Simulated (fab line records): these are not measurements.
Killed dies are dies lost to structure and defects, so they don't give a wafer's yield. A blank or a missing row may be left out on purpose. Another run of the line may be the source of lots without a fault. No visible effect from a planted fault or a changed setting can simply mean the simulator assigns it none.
Problem report, 8D (eight disciplines) form, completed by code || flow n5Finfet || the parts of the form that need people (team, actions taken, sign-off) are left out

## 1. THE ISSUE
At N5_MOL_CONTACT_COAG_ETCH_67, rfFwdPowerW averages 1034 W over 6 wafers from 2 lots, while fault-free wafers read 834 W, standard deviation 3.2. That puts it +62 standard deviations away from the usual mean.
The step: etches SOC in N2/H2, target depth 60 nm, overetch 21 nm, time 101.2 s.
First observed at day 7 19:40: wafer L888.2, on rieDiel-06. The record has a number at this step for 18 wafers belonging to 6 lots. By rule, "out" or "out of limits" means more than 4 standard deviations away from the usual mean. The rest of the wafers with a number are treated as sound.

## 2. WHAT IT IS, AND WHAT IT ISN'T
{"question": "which readings at this step", "is": "rfFwdPowerW, rfVppV", "is not": "oesProductAu, showerheadPlenumPTorr, tempC, throttleValvePct"}
{"question": "which lots", "is": "L888, L893", "is not": "L879, L881, L895, L901"}
{"question": "which wafers of those lots", "is": "all that have a number", "is not": "-"}
{"question": "read on which tools", "is": "rieDiel-06", "is not": "rieDiel-04"}
{"question": "when", "is": "from day 7 19:40", "is not": "up to then (6 sound wafers); but 6 sound wafers of L895, L901 came after"}

## 3. THE SUSPECTS, EACH WITH WHAT RULES IT OUT
Counting: a tool at a process step up to the reading stays a suspect if it ran every lot that is out and no sound lot after the first of them.
- rieDiel-06 at N5_MOL_CONTACT_COAG_ETCHBACK_134 (etches SiO2 in CHF3, target depth 10 nm, time 6.7 s): kept. All lots that are out passed through it, beginning with L888 at day 7 19:38, and no sound lot followed; its final sound lot before that point was L881 at day 6 00:04.
- rieDiel-06 at N5_MOL_CONTACT_COAG_ETCH_67 (etches SOC in N2/H2, target depth 60 nm, overetch 21 nm, time 101.2 s): kept. All lots that are out passed through it, beginning with L888 at day 7 19:40, and no sound lot followed; its final sound lot before that point was L881 at day 6 00:07. On those wafers its own readings are out: rfFwdPowerW, rfVppV.
Left after counting: rieDiel-06 at N5_MOL_CONTACT_COAG_ETCHBACK_134, rieDiel-06 at N5_MOL_CONTACT_COAG_ETCH_67.

## 4. THE CAUSE (what the simulator had put in)
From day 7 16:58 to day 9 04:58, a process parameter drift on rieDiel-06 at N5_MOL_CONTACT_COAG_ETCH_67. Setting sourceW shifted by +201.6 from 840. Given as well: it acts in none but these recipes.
Of the 2 suspects that counting leaves, this tool is one.

## 5. THE EFFECT CHAIN, in route order
One row per reading whose mean, taken over the struck wafers that have a number, lies over 3 standard deviations from the usual. Scope: only readings with a usual standard deviation given in the record; hours: median across lots of the time from each lot's start at the first step in this table that gives one to its start at this step; sigmas: change in usual standard deviations.
{"hours": 0, "step": "N5_MOL_CONTACT_COAG_ETCH_67", "reading": "rfFwdPowerW", "usual": "834 W", "on struck wafers": 1034, "change": "+200", "sigmas": "+62"}
{"hours": 0, "step": "N5_MOL_CONTACT_COAG_ETCH_67", "reading": "rfVppV", "usual": "524.3 V", "on struck wafers": 489.6, "change": -34.7, "sigmas": -16}
Its process steps:
- N5_MOL_CONTACT_COAG_ETCH_67: etches SOC in N2/H2, target depth 60 nm, overetch 21 nm, time 101.2 s.
Later steps that measure or inspect, where all struck wafers having a row at the step show a number for every such reading and not one has moved that far: N5_BEOL_M4_RC_MEAS_101.

## 6. HOW IT WOULD HAVE BEEN CAUGHT EARLIER
The fault began at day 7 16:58; the first out-of-limits reading in this record came at day 7 19:40, 3 hours later.
